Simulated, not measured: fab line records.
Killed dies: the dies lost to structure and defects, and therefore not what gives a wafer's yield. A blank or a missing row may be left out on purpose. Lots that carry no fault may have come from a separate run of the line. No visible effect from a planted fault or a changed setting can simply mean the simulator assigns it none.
Split-lot experiment | flow n5 finfet | 7 lots, 21 wafers read, on a route of 1938 steps

== ABOUT THE SPLIT ==
At N5_BEOL_M2_ETCH_70 (etches SOC in N2/H2, target depth 80 nm, overetch 24 nm, time 130 s), the setting source w was moved away from the recipe's 840 W on 12 of the 21 wafers read, by -17.4% to +14.8%. This setting was run at the recipe's value on the other wafers.

Reading taken at the split's own step.

== THE READING ==
rf vpp V, in V, at N5_BEOL_M2_ETCH_70 (etches SOC in N2/H2, target depth 80 nm, overetch 24 nm, time 130 s). A value of 524 V with a standard deviation of 3.3 V is what fault-free wafers of this fab line usually give.

wafer  | tool, chamber at the split | source w as run, W | against the recipe | rf vpp V, V | against lot-mates on the recipe
L081.2 | rie diel-05, 0             | 954.8              | +13.7%             | 497         | -23
L081.5 | rie diel-05, 3             | 954.8              | +13.7%             | 502         | -18
L081.6 | rie diel-05, 0             | 840                | recipe             | 520         | -
L085.1 | rie diel-01, 3             | 964.5              | +14.8%             | 504         | -18
L085.2 | rie diel-01, 0             | 840                | recipe             | 522         | -
L085.6 | rie diel-01, 1             | 964.5              | +14.8%             | 498         | -24
L083.2 | rie diel-05, 0             | 693.5              | -17.4%             | 551         | +27
L083.4 | rie diel-05, 1             | 840                | recipe             | 524         | -
L083.5 | rie diel-05, 2             | 693.5              | -17.4%             | 561         | +37
L086.3 | rie diel-03, 1             | 780.9              | -7.0%              | 541         | +12
L086.5 | rie diel-03, 2             | 780.9              | -7.0%              | 533         | +4
L086.6 | rie diel-03, 1             | 840                | recipe             | 529         | -
L089.3 | rie diel-05, 1             | 840                | recipe             | 522         | -
L089.5 | rie diel-05, 0             | 770.1              | -8.3%              | 533         | +11
L089.6 | rie diel-05, 1             | 770.1              | -8.3%              | 537         | +15
L090.2 | rie diel-05, 2             | 840                | recipe             | 527         | -
L090.4 | rie diel-05, 0             | 951.3              | +13.2%             | 497         | -30
L090.6 | rie diel-05, 0             | 951.3              | +13.2%             | 497         | -30
L096.2 | rie diel-01, 3             | 840                | recipe             | 528         | -
L096.3 | rie diel-01, 2             | 840                | recipe             | 522         | -
L096.5 | rie diel-01, 2             | 840                | recipe             | 523         | -

THE FIT
A straight line over all 21 wafers: rf vpp V changes by -1.76 V for each +1% of source w; r = -0.98; the points scatter about the line by 3.8 V.
The same after taking each lot's own level away (the mean of its wafers on the recipe; 21 wafers): -1.7 V for each +1%; r = -0.97; scatter 4.3 V.
According to that fit, moving source w by its largest amount changes the reading by 30 V.
Measured against the standard deviation above, the lots' own levels, which go from 520.0 to 529.0 V, span 2.7 times it.
The two slopes are in agreement: the lot-to-lot level therefore moves the slope only a little.
Check: +30 V against its lot-mates is what the line predicts for one of the wafers moved furthest among these (-17.4%) when that wafer is left out of the fit. Against them it came out at +27 V.
Tool readings at the split's step, against how far the setting was moved: rf vpp V r = -0.98.

== OTHER SPLITS ON THESE WAFERS ==
Other splits were also applied to these wafers ahead of the reading. Each is held against what the fit with the lots' levels taken away leaves over:
other split on the same wafers         | wafers away from the commonest value | r with rf vpp V (lot level and that fit taken away)
N5_MOL_CONTACT_COAG_ALD_123 ald cycles | 7                                    | +0.10
N5_MOL_CONTACT_COAG_PECVD_31 temp c    | 7                                    | +0.14
N5_BEOL_M0_SAQP_EXPOSE_11 dose mj      | 6                                    | -0.22
N5_BEOL_M0_ETCH_128 source w           | 11                                   | -0.33
N5_BEOL_M1_ETCH_70 bias w              | 8                                    | +0.18
N5_BEOL_M1_TRENCH_ETCH_37 time s       | 5                                    | +0.09
N5_BEOL_M2_EXPOSE_08 dose mj           | 6                                    | +0.40

== THE FILE'S OWN FIT ==
rf vpp V changes by -1.7 V for each +1% of source w, r = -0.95.
